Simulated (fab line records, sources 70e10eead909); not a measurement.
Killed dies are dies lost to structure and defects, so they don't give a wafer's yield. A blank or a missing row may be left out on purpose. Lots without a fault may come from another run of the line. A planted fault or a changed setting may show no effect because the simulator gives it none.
One fault seen from 2 desks | flow nand_harc | each desk has only its own numbers; what lay behind them comes last

THE DEFECT DESK
What the inspections along the route counted, lot by lot: means of the sampled wafers that have a number. A lot is out of limits, marked OUT, if its mean lies more than 4 standard deviations from the usual mean; the brackets give that distance.
Columns: A = raw_defect_count at NHARC_A_CONTACT_INSPECT_23, usual 525
lot  | first seen here | A
L692 | day 22 21:26    | 614
L693 | day 23 19:46    | 556
L694 | day 24 04:42    | 530
L697 | day 25 01:36    | 461
L699 | day 26 05:28    | 542
L700 | day 27 00:22    | 476
L702 | day 27 17:44    | 424
L704 | day 28 06:16    | 514
L705 | day 29 00:08    | 515
L711 | day 30 20:13    | 386
L712 | day 30 22:13    | 482
L713 | day 31 12:08    | 468
L714 | day 32 20:54    | 527
This desk's finding: nothing out of limits on any of the 13 lots.

THE METROLOGY DESK
What the gauges read, lot by lot, whatever tool the lot ran on: means of the sampled wafers that have a number. A lot is out of limits, marked OUT, if its mean lies more than 4 standard deviations from the usual mean; the brackets give that distance.
Columns: A = cd_nm at NHARC_A_BLC_CD_MEAS_10, usual 100.2 nm
lot  | first seen here | A
L692 | day 22 21:49    | 100.0
L693 | day 23 20:10    | 98.9
L694 | day 24 05:13    | 100.4
L697 | day 25 02:07    | 99.8
L699 | day 26 05:50    | 99.7
L700 | day 27 00:53    | 100.7
L702 | day 27 18:08    | 107.2 (+9.9) OUT
L704 | day 28 06:39    | 106.3 (+8.6) OUT
L705 | day 29 00:38    | 102.7
L711 | day 30 20:43    | 99.4
L712 | day 30 22:36    | 99.6
L713 | day 31 12:38    | 99.4
L714 | day 32 21:18    | 100.1
This desk's finding: out of limits on L702, L704; first on L702, day 27 18:08 (cd_nm at NHARC_A_BLC_CD_MEAS_10). In limits: L692, L693, L694, L697, L699, L700, L705, L711, L712, L713, L714.

PUT TOGETHER
The metrology desk could have raised an alarm at day 27 18:08, on L702, L704.
The defect desk saw nothing out of limits.
The defect desk has L702, L704 on record, within its limits.
Of the lots named, all ran NHARC_A_BLC_PEB_08 on litho_track-06.

WHAT THE SIMULATOR HAD PUT IN
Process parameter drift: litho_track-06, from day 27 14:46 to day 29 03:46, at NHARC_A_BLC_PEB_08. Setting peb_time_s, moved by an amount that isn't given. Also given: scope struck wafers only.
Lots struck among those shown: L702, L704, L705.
Hours from the fault's start to each desk's first reading out of limits: the metrology desk, 3.
